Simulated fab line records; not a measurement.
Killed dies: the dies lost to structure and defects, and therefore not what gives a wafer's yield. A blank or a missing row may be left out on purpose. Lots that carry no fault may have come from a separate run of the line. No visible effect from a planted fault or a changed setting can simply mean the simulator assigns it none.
Lot-split experiment + flow n5Finfet + 21 wafers read from 7 lots, route of 1938 steps

== THE SPLIT ==
At N5_WELL_APT_COAT_02 (resist thk 950 nm), the setting spinRpm was moved away from the recipe's 1357 rpm on 7 of the 21 wafers read, by -9.5% to +9.6%. For the rest of the wafers, this setting stayed at what the recipe calls for.

The split's own step is where the reading is taken.

== THE READING ==
coat_of_WELL_APT_COAT_02.thkNm (the simulator's own value, which no gauge read), in nm, at N5_WELL_APT_COAT_02 (resist thk 950 nm). There is no usual value for it anywhere in the file. Across the 14 wafers here that went through the recipe, the average is 951.2 nm and the standard deviation 2.6 nm.

| wafer  | tool, chamber at the split | spinRpm as run, rpm | against the recipe | coat_of_WELL_APT_COAT_02.thkNm, nm | against lot-mates on the recipe |
|--------|----------------------------|---------------------|--------------------|------------------------------------|---------------------------------|
| L077.3 | lithoTrack-05, 0           | 1357                | recipe             | 952.1                              | -                               |
| L077.5 | lithoTrack-05, 0           | 1357                | recipe             | 953.6                              | -                               |
| L077.6 | lithoTrack-05, 0           | 1357                | recipe             | 956.5                              | -                               |
| L078.1 | lithoTrack-03, 0           | 1228                | -9.5%              | 1001                               | no lot-mate on the recipe       |
| L078.4 | lithoTrack-03, 0           | 1228                | -9.5%              | 1001                               | no lot-mate on the recipe       |
| L078.2 | lithoTrack-03, 0           | 1228                | -9.5%              | 998.5                              | no lot-mate on the recipe       |
| L079.1 | lithoTrack-03, 0           | 1357                | recipe             | 955.4                              | -                               |
| L079.2 | lithoTrack-03, 0           | 1316                | -3.0%              | 969.7                              | +14.3                           |
| L079.6 | lithoTrack-03, 0           | 1316                | -3.0%              | 966.6                              | +11.2                           |
| L082.4 | lithoTrack-05, 0           | 1487                | +9.6%              | 909.8                              | -41.9                           |
| L082.5 | lithoTrack-05, 0           | 1487                | +9.6%              | 911                                | -40.7                           |
| L082.6 | lithoTrack-05, 0           | 1357                | recipe             | 951.7                              | -                               |
| L085.2 | lithoTrack-01, 0           | 1357                | recipe             | 949.9                              | -                               |
| L085.3 | lithoTrack-01, 0           | 1357                | recipe             | 952.1                              | -                               |
| L085.6 | lithoTrack-01, 0           | 1357                | recipe             | 949.3                              | -                               |
| L088.3 | lithoTrack-01, 0           | 1357                | recipe             | 948.1                              | -                               |
| L088.4 | lithoTrack-01, 0           | 1357                | recipe             | 946.9                              | -                               |
| L088.5 | lithoTrack-01, 0           | 1357                | recipe             | 948.7                              | -                               |
| L090.4 | lithoTrack-01, 0           | 1357                | recipe             | 950.5                              | -                               |
| L090.5 | lithoTrack-01, 0           | 1357                | recipe             | 952.1                              | -                               |
| L090.6 | lithoTrack-01, 0           | 1357                | recipe             | 950.6                              | -                               |

THE FIT
A straight line over all 21 wafers: coat_of_WELL_APT_COAT_02.thkNm changes by -4.78 nm for each +1% of spinRpm; r = -0.99; the points scatter about the line by 3 nm.
The same after taking each lot's own level away (the mean of its wafers on the recipe; 18 wafers): -4.3 nm for each +1%; r = -1.00; scatter 1.2 nm.
Per that fit: largest spinRpm move, reading shift of 41 nm.
The lots' own levels span 947.90 to 955.40 nm, that is 2.9 times the standard deviation above.
So the lot-to-lot level changes the slope: the two fits differ.
Check: for one of the wafers moved furthest among these (+9.6%), held out of the fit, the line's prediction against its lot-mates is -40.7 nm. Against them it came out at -41.9 nm.

== THE FILE'S OWN FIT ==
coat_of_WELL_APT_COAT_02.thkNm changes by -4.31 nm for each +1% of spinRpm, r = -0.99.
